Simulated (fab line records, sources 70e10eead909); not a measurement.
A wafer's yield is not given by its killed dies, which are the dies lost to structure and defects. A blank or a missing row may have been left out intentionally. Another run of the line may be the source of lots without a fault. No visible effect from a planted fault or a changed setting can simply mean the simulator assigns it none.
Matching of chambers + flow nand_harc + cmp-04 running NHARC_A_CHANNEL_FILL_D1_CMP_10: 4 sister chambers
The step polishes, target thk 150 nm. 20 wafers are shown with their chamber, then 10 later ones without.

== WAFERS, EACH WITH ITS CHAMBER ==
| wafer  | chamber | motor_current_A (A) | time_to_endpoint_s (s) | slurry_filter_dp_kPa (kPa) |
|--------|---------|---------------------|------------------------|----------------------------|
| L075.2 | 0       | 11.3                | 15.3                   | 13.67                      |
| L075.3 | 2       | 10.7                | 17.2                   | 13.65                      |
| L075.4 | 3       | 13.2                | 17.6                   | 13.41                      |
| L076.1 | 0       | 10.9                | 13.3                   | 13.55                      |
| L076.3 | 1       | 12.5                | 8.7                    | 13.49                      |
| L076.6 | 3       | 13.5                | 14.3                   | 13.53                      |
| L082.1 | 1       | 12.5                | 12.7                   | 13.30                      |
| L082.4 | 0       | 10.4                | 16.8                   | 13.51                      |
| L082.5 | 2       | 10.6                | 17.8                   | 13.46                      |
| L081.3 | 0       | 11.5                | 14.1                   | 13.65                      |
| L081.4 | 2       | 11.5                | 17.1                   | 13.59                      |
| L081.6 | 2       | 11.1                | 15.6                   | 13.48                      |
| L086.2 | 3       | 12.8                | 13.8                   | 13.59                      |
| L086.3 | 0       | 10.7                | 14.0                   | 13.36                      |
| L086.5 | 2       | 11.0                | 14.6                   | 13.60                      |
| L085.2 | 3       | 13.2                | 16.0                   | 13.44                      |
| L085.3 | 0       | 11.3                | 13.4                   | 13.68                      |
| L085.6 | 2       | 10.9                | 16.3                   | 13.53                      |
| L092.3 | 0       | 10.9                | 14.6                   | 13.33                      |
| L092.4 | 2       | 11.2                | 12.9                   | 13.49                      |

SIGNATURES (averages over the wafers above)
| reading              | chamber 0 | chamber 1 | chamber 2 | chamber 3 | scatter within a chamber |
|----------------------|-----------|-----------|-----------|-----------|--------------------------|
| motor_current_A      | 11.000    | 12.500    | 11.000    | 13.175    | 0.327                    |
| time_to_endpoint_s   | 14.500    | 10.700    | 15.929    | 15.425    | 1.65                     |
| slurry_filter_dp_kPa | 13.5357   | 13.3950   | 13.5429   | 13.4925   | 0.11                     |
Rule: distance of a wafer from a chamber = root of the sum over the readings of ((wafer's reading minus chamber's mean) / reading's scatter) squared. The wafer belongs to the nearest chamber; if the next one is less than 2 further off, it can't be placed. The scatter is the square root of a quotient: the sum, over the shown wafers, of each reading's squared deviation from its chamber's mean, divided by wafers minus chambers.

== WAFERS WITH NO CHAMBER GIVEN ==
| wafer  | motor_current_A (A) | time_to_endpoint_s (s) | slurry_filter_dp_kPa (kPa) |
|--------|---------------------|------------------------|----------------------------|
| L092.6 | 10.8                | 12.9                   | 13.52                      |
| L095.1 | 11.0                | 15.0                   | 13.57                      |
| L095.5 | 12.1                | 7.2                    | 13.48                      |
| L095.6 | 11.5                | 15.2                   | 13.62                      |
| L097.1 | 13.0                | 10.6                   | 13.71                      |
| L097.3 | 11.0                | 13.7                   | 13.50                      |
| L097.6 | 13.1                | 15.6                   | 13.48                      |
| L096.1 | 11.4                | 13.3                   | 13.37                      |
| L096.2 | 12.5                | 11.5                   | 13.51                      |
| L096.4 | 10.9                | 16.8                   | 13.55                      |

== WHICH CHAMBER EACH WENT THROUGH ==
| wafer  | from the rows above          | in truth |
|--------|------------------------------|----------|
| L092.6 | can't be placed: 0 or 2      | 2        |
| L095.1 | can't be placed: 0 or 2      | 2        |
| L095.5 | 1                            | 1        |
| L095.6 | can't be placed: 2 or 0      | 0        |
| L097.1 | can't be placed: 1 or 3      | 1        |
| L097.3 | can't be placed: 0 or 2      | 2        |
| L097.6 | 3                            | 3        |
| L096.1 | can't be placed: 0 or 2 or 1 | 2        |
| L096.2 | 1                            | 1        |
| L096.4 | can't be placed: 2 or 0      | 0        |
Placed correctly: 3 of 10. Not placeable from these rows: 7 (in 7, the candidates include the true chamber). Wrongly placed: 0.
